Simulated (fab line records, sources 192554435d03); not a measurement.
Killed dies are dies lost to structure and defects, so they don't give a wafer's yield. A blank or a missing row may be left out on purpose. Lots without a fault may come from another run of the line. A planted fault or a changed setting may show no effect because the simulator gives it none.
Chamber matching | flow n5_finfet | N5_ILD0_LINER_00 on ald_sin-01: 4 sister chambers
The step material SiNx, target thk 4 nm, pulse time 1 s, purge time 2 s. 4 wafers are shown with their chamber, then 7 later ones without.

WAFERS WITH THEIR CHAMBER
wafer  | chamber | heater_power_w (W)
L700.5 | 2       | 841
L703.4 | 1       | 827
L704.2 | 3       | 762
L704.3 | 0       | 657

WAFERS WITHOUT THEIR CHAMBER
wafer  | heater_power_w (W)
L704.6 | 757
L715.3 | 846
L715.5 | 851
L715.6 | 843
L719.2 | 787
L719.5 | 772
L719.6 | 833

WHICH CHAMBER EACH WENT THROUGH
wafer  | from the rows above     | in truth
L704.6 | 3                       | 3
L715.3 | can't be placed: 2 or 1 | 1
L715.5 | can't be placed: 2 or 1 | 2
L715.6 | can't be placed: 2 or 1 | 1
L719.2 | can't be placed: 3 or 1 | 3
L719.5 | 3                       | 3
L719.6 | can't be placed: 1 or 2 | 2
Placed correctly: 2 of 7. Can't be placed from these rows: 5 (the true chamber is among the candidates in 5). Placed wrongly: 0.
How it was worked out, from the rows above alone: a wafer's distance from a chamber is the root of the sum, over the readings, of the square of ((its reading less the chamber's mean) divided by the reading's scatter). The wafer belongs to the nearest chamber; if the next one is less than 2 further off, it can't be placed. A chamber's mean is the mean of its shown wafers. The scatter: with one shown wafer a chamber, the root of the mean of the squares of how far each hidden wafer lies from its nearest shown one.
